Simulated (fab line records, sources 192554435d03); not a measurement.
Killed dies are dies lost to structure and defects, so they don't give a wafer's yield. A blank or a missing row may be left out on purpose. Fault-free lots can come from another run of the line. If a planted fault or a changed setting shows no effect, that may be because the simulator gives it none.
Split-lot experiment + flow n5-finfet + 7 lots, 21 wafers read, on a route of 1938 steps

## ON THE SPLIT
At N5_BEOL_M2_EXPOSE_25 (exposes mask V1, defocus 5 nm), the setting dose-mj was moved away from the recipe's 63 on 7 of the 21 wafers read, by -4.3% to +6.1%. The other wafers ran this setting at the recipe's value.

## FROM THE SPLIT TO THE READING: what the file shows between them, 2 steps
- N5_BEOL_M2_PEB_26: peb time 60 s
- N5_BEOL_M2_DEVELOP_27: develop time 30 s

## THE READING
cd-nm, in nm, at N5_BEOL_M2_CD_MEAS_28 (target cd 26.2 nm, target cd y 24.1 nm). A value of 26.14 nm with a standard deviation of 0.24 nm is what fault-free wafers of this fab line usually give.

| wafer  | tool, chamber at the split | dose-mj as run | against the recipe | cd-nm, nm | against lot-mates on the recipe |
|--------|----------------------------|----------------|--------------------|-----------|---------------------------------|
| L077.1 | euv-scanner-01, 0          | 64.71          | +2.7%              | 26.22     | +0.32                           |
| L077.5 | euv-scanner-01, 0          | 63             | recipe             | 26.08     | -                               |
| L077.6 | euv-scanner-01, 0          | 63             | recipe             | 25.71     | -                               |
| L079.1 | euv-scanner-01, 0          | 63             | recipe             | 25.95     | -                               |
| L079.3 | euv-scanner-01, 0          | 63             | recipe             | 26.15     | -                               |
| L079.4 | euv-scanner-01, 0          | 63             | recipe             | 26.04     | -                               |
| L082.1 | euv-scanner-02, 0          | 63             | recipe             | 26.60     | -                               |
| L082.3 | euv-scanner-02, 0          | 66.83          | +6.1%              | 27.38     | +0.97                           |
| L082.6 | euv-scanner-02, 0          | 63             | recipe             | 26.21     | -                               |
| L083.1 | euv-scanner-02, 0          | 63             | recipe             | 26.41     | -                               |
| L083.4 | euv-scanner-02, 0          | 63             | recipe             | 26.11     | -                               |
| L083.5 | euv-scanner-02, 0          | 63             | recipe             | 26.35     | -                               |
| L086.1 | euv-scanner-02, 0          | 66.69          | +5.9%              | 27.43     | +1.30                           |
| L086.2 | euv-scanner-02, 0          | 63             | recipe             | 25.90     | -                               |
| L086.3 | euv-scanner-02, 0          | 63             | recipe             | 26.37     | -                               |
| L091.1 | euv-scanner-01, 0          | 66.33          | +5.3%              | 26.81     | +0.78                           |
| L091.2 | euv-scanner-01, 0          | 63             | recipe             | 26.03     | -                               |
| L091.5 | euv-scanner-01, 0          | 66.33          | +5.3%              | 26.79     | +0.76                           |
| L095.3 | euv-scanner-02, 0          | 60.29          | -4.3%              | 25.68     | -0.93                           |
| L095.4 | euv-scanner-02, 0          | 63             | recipe             | 26.61     | -                               |
| L095.5 | euv-scanner-02, 0          | 60.29          | -4.3%              | 25.35     | -1.26                           |

FIT RESULTS
A straight line over all 21 wafers: cd-nm changes by +0.159 nm for each +1% of dose-mj; r = +0.86; the points scatter about the line by 0.27 nm.
The same after taking each lot's own level away (the mean of its wafers on the recipe; 21 wafers): +0.192 nm for each +1%; r = +0.95; scatter 0.19 nm.
That fit puts the effect of the largest move of dose-mj on the reading at 1.2 nm.
The lots' own levels span 25.895 to 26.610 nm, that is 3.0 times the standard deviation above.
Hence the slope depends on the lot-to-lot level, as the two fits are not the same.
Check: with one of the wafers moved furthest among these (+6.1%) left out of the fit, the line predicts +1.15 nm for it against its lot-mates. It came out at +0.975 nm against them.

## THESE WAFERS: OTHER SPLITS
Note: prior to the reading, these wafers also went through further splits. Each is held against what the fit with the lots' levels taken away leaves over:
| other split on the same wafers            | wafers away from the commonest value | r with cd-nm (lot level and that fit taken away) |
|-------------------------------------------|--------------------------------------|--------------------------------------------------|
| N5_MOL_CONTACT_COAG_ETCH_105 bias-w       | 4                                    | +0.06                                            |
| N5_MOL_CONTACT_COAG_ALD_27 ald-cycles     | 7                                    | -0.04                                            |
| N5_MOL_CONTACT_COAG_COAT_75 spin-rpm      | 10                                   | -0.09                                            |
| N5_BEOL_M0_SAQP_COAT_08 spin-rpm          | 8                                    | +0.08                                            |
| N5_BEOL_M0_SAQP_PEB_12 peb-time-s         | 11                                   | -0.07                                            |
| N5_BEOL_M0_CUTY_EXPOSE_54 dose-mj         | 6                                    | -0.26                                            |
| N5_BEOL_M0_ETCH_128 source-w              | 11                                   | +0.20                                            |
| N5_BEOL_M0_TRENCH_ETCH_107 target-depth-a | 8                                    | -0.09                                            |

## THE FILE'S OWN FIT
cd-nm changes by +0.186 nm for each +1% of dose-mj, r = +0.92.
